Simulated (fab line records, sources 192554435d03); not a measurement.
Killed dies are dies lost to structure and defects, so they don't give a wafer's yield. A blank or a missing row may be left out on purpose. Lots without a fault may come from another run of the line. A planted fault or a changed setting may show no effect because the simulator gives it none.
Which tool did it? | flow n5_finfet | 8 lots, 24 wafers sampled, at 5 steps of a route of 1938

WHAT THE GAUGES READ, wafer by wafer
N5_BEOL_M0_SAQP_INSPECT_42: inspects for defects (brightfield).
lot  | measured     | on                | raw_defect_count
L307 | day 6 00:02  | defect_inspect-02 | 212 281 249
L308 | day 6 04:18  | defect_inspect-01 | 186 261 203
L312 | day 7 04:38  | defect_inspect-02 | 1542 219 1550
L313 | day 7 12:35  | defect_inspect-01 | 1465 404 1447
L326 | day 10 19:40 | defect_inspect-02 | 338 309 305
L327 | day 11 00:42 | defect_inspect-02 | 504 457 570
L328 | day 11 12:11 | defect_inspect-01 | 168 226 244
L329 | day 11 18:56 | defect_inspect-02 | 290 202 184

WHICH TOOL RAN EACH LOT (tool, then ch and the chambers of the sampled wafers, then the start)
lot  | N5_BEOL_M0_SAQP_STRIP_86           | N5_BEOL_M0_SAQP_MANDREL_ETCH_103 | N5_BEOL_M0_SAQP_STRIP_108          | N5_BEOL_M0_SAQP_MANDREL2_REMOVE_110
L307 | rie_diel-02 ch 2,3, day 5 19:44    | rie_si-02 ch 1,2, day 5 21:16    | rie_diel-02 ch 0,1, day 5 21:53    | rie_si-04 ch 2,3, day 5 22:46
L308 | rie_diel-02 ch 0,2,3, day 6 00:55  | rie_si-02 ch 0,1, day 6 02:19    | rie_diel-04 ch 0,2,3, day 6 02:57  | rie_si-05 ch 0,1,2, day 6 03:47
L312 | rie_diel-02 ch 0,2, day 7 00:38    | rie_si-05 ch 1,2, day 7 02:39    | rie_diel-04 ch 0,2, day 7 03:17    | rie_si-04 ch 2,3, day 7 04:07
L313 | rie_diel-02 ch 0,3, day 7 08:46    | rie_si-05 ch 0,1, day 7 10:35    | rie_diel-02 ch 0,3, day 7 11:14    | rie_si-02 ch 0,1, day 7 12:05
L326 | rie_diel-01 ch 0,2,3, day 10 16:04 | rie_si-04 ch 0,1, day 10 17:26   | rie_diel-02 ch 1,2, day 10 18:04   | rie_si-02 ch 0,2,3, day 10 19:02
L327 | rie_diel-02 ch 1,2, day 10 21:21   | rie_si-04 ch 0,1,3, day 10 22:43 | rie_diel-02 ch 0,1, day 10 23:21   | rie_si-05 ch 2,3, day 11 00:11
L328 | rie_diel-02 ch 1,2,3, day 11 08:12 | rie_si-04 ch 0,1,2, day 11 09:36 | rie_diel-02 ch 0,3, day 11 10:14   | rie_si-05 ch 1,2, day 11 11:40
L329 | rie_diel-01 ch 0,2,3, day 11 14:39 | rie_si-05 ch 0,3, day 11 16:43   | rie_diel-04 ch 0,2,3, day 11 17:31 | rie_si-04 ch 0,3, day 11 18:26
- N5_BEOL_M0_SAQP_STRIP_86: strips in N2/H2.
- N5_BEOL_M0_SAQP_MANDREL_ETCH_103: etches a-Si in HBr/Cl2, stops on SiCN, target depth 45 nm, bt time 10 s, time 27 s.
- N5_BEOL_M0_SAQP_STRIP_108: strips in N2/H2.
- N5_BEOL_M0_SAQP_MANDREL2_REMOVE_110: chemistry HBr/Cl2/O2, target a-Si, stops on SiCN, bt time 10 s.

THE ANSWER, worked out from the rows above alone
Rule: what is usual is taken from the lots themselves. Put in order of their means at a reading, lots are off if they are a third of the lots or fewer, leave a main group of 4 or more, and stand apart from it by a gap of 3 or more times the standard deviation of the main group's means; of several such gaps the widest counts. A main group whose means are all the same, to the digits that the tables above print for the reading, isn't used. A lot without any number at a reading at which 4 lots or more have one is off too. The other lots that the step has rows for count as sound.
Off: L312, L313, at N5_BEOL_M0_SAQP_INSPECT_42 (raw_defect_count). The main group: mean 288, standard deviation 1.1e+02.
A tool fits if, at a process step before that reading, it ran every lot that is off, and no sound lot after the first of them. The gauges at N5_BEOL_M0_SAQP_INSPECT_42 are tried like those tools. None of those tried fits.

WHAT THE SIMULATOR HAD PUT IN
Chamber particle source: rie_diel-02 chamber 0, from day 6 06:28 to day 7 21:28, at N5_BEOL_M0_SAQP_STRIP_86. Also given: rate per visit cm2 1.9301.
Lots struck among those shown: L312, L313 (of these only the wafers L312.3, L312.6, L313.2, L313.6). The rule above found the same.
